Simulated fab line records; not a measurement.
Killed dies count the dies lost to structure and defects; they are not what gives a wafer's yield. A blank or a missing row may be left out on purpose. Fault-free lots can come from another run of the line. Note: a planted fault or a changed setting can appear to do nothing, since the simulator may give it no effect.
Chamber matching || flow nandHarc || NHARC_A_BLC_CMP_25 on cmp-02 has 4 sister chambers
The step polishes, t overpolish 30 s, target thk 150 nm. 16 wafers are shown with their chamber, then 8 later ones without.

WAFERS WITH THEIR CHAMBER
{"wafer": "L074.1", "chamber": 2, "motorCurrentA (A)": 12.6, "timeToEndpointS (s)": 26.5, "overpolishRunS (s)": 29.992}
{"wafer": "L074.2", "chamber": 0, "motorCurrentA (A)": 11.1, "timeToEndpointS (s)": 29.2, "overpolishRunS (s)": 30.006}
{"wafer": "L074.3", "chamber": 1, "motorCurrentA (A)": 10.8, "timeToEndpointS (s)": 26.9, "overpolishRunS (s)": 30.002}
{"wafer": "L079.4", "chamber": 2, "motorCurrentA (A)": 12.2, "timeToEndpointS (s)": 27.4, "overpolishRunS (s)": 29.985}
{"wafer": "L079.5", "chamber": 3, "motorCurrentA (A)": 12.1, "timeToEndpointS (s)": 27.4, "overpolishRunS (s)": 29.988}
{"wafer": "L079.6", "chamber": 2, "motorCurrentA (A)": 12.5, "timeToEndpointS (s)": 26.0, "overpolishRunS (s)": 30.004}
{"wafer": "L081.2", "chamber": 3, "motorCurrentA (A)": 12.4, "timeToEndpointS (s)": 28.1, "overpolishRunS (s)": 30.006}
{"wafer": "L081.3", "chamber": 2, "motorCurrentA (A)": 12.6, "timeToEndpointS (s)": 27.8, "overpolishRunS (s)": 30.008}
{"wafer": "L081.6", "chamber": 3, "motorCurrentA (A)": 12.8, "timeToEndpointS (s)": 32.0, "overpolishRunS (s)": 30.002}
{"wafer": "L083.2", "chamber": 1, "motorCurrentA (A)": 11.3, "timeToEndpointS (s)": 31.9, "overpolishRunS (s)": 29.998}
{"wafer": "L083.4", "chamber": 3, "motorCurrentA (A)": 12.9, "timeToEndpointS (s)": 32.2, "overpolishRunS (s)": 30.005}
{"wafer": "L083.5", "chamber": 3, "motorCurrentA (A)": 12.7, "timeToEndpointS (s)": 30.4, "overpolishRunS (s)": 30.009}
{"wafer": "L085.2", "chamber": 3, "motorCurrentA (A)": 13.4, "timeToEndpointS (s)": 29.4, "overpolishRunS (s)": 29.988}
{"wafer": "L085.3", "chamber": 2, "motorCurrentA (A)": 12.1, "timeToEndpointS (s)": 31.2, "overpolishRunS (s)": 30.011}
{"wafer": "L085.4", "chamber": 1, "motorCurrentA (A)": 11.7, "timeToEndpointS (s)": 29.9, "overpolishRunS (s)": 30.012}
{"wafer": "L086.2", "chamber": 0, "motorCurrentA (A)": 11.4, "timeToEndpointS (s)": 31.5, "overpolishRunS (s)": 29.999}

SIGNATURES (means of the wafers above)
{"reading": "motorCurrentA", "chamber 0": 11.250, "chamber 1": 11.267, "chamber 2": 12.400, "chamber 3": 12.717, "scatter within a chamber": 0.372}
{"reading": "timeToEndpointS", "chamber 0": 30.350, "chamber 1": 29.567, "chamber 2": 27.780, "chamber 3": 29.917, "scatter within a chamber": 2.07}
{"reading": "overpolishRunS", "chamber 0": 30.00250, "chamber 1": 30.00400, "chamber 2": 30.00000, "chamber 3": 29.99967, "scatter within a chamber": 0.00936}
Rule: distance of a wafer from a chamber = root of the sum over the readings of ((wafer's reading minus chamber's mean) / reading's scatter) squared. The wafer belongs to the nearest chamber; if the next one is less than 2 further off, it can't be placed. The scatter: the root of (the sum of the squares of (reading less its chamber's mean) over the shown wafers, divided by (wafers less chambers)).

WAFERS WITHOUT THEIR CHAMBER
{"wafer": "L086.3", "motorCurrentA (A)": 11.3, "timeToEndpointS (s)": 31.2, "overpolishRunS (s)": 30.002}
{"wafer": "L086.5", "motorCurrentA (A)": 13.1, "timeToEndpointS (s)": 31.6, "overpolishRunS (s)": 29.999}
{"wafer": "L089.1", "motorCurrentA (A)": 10.9, "timeToEndpointS (s)": 29.6, "overpolishRunS (s)": 29.989}
{"wafer": "L089.2", "motorCurrentA (A)": 11.6, "timeToEndpointS (s)": 30.0, "overpolishRunS (s)": 30.016}
{"wafer": "L089.4", "motorCurrentA (A)": 12.8, "timeToEndpointS (s)": 29.9, "overpolishRunS (s)": 29.994}
{"wafer": "L097.1", "motorCurrentA (A)": 12.8, "timeToEndpointS (s)": 26.3, "overpolishRunS (s)": 29.992}
{"wafer": "L097.4", "motorCurrentA (A)": 12.6, "timeToEndpointS (s)": 23.5, "overpolishRunS (s)": 30.001}
{"wafer": "L097.5", "motorCurrentA (A)": 11.4, "timeToEndpointS (s)": 30.5, "overpolishRunS (s)": 30.010}

WHICH CHAMBER EACH WENT THROUGH
{"wafer": "L086.3", "from the rows above": "can't be placed: 0 or 1", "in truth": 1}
{"wafer": "L086.5", "from the rows above": "can't be placed: 3 or 2", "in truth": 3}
{"wafer": "L089.1", "from the rows above": "can't be placed: 0 or 1", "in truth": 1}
{"wafer": "L089.2", "from the rows above": "can't be placed: 1 or 0 or 2 or 3", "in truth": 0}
{"wafer": "L089.4", "from the rows above": "can't be placed: 3 or 2", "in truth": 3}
{"wafer": "L097.1", "from the rows above": "can't be placed: 2 or 3", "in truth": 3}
{"wafer": "L097.4", "from the rows above": "can't be placed: 2 or 3", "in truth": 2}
{"wafer": "L097.5", "from the rows above": "can't be placed: 1 or 0", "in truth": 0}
Placed correctly: 0 of 8. Cannot be placed on the basis of these rows: 8; the candidates contain the true chamber in 8. Wrongly placed: 0.
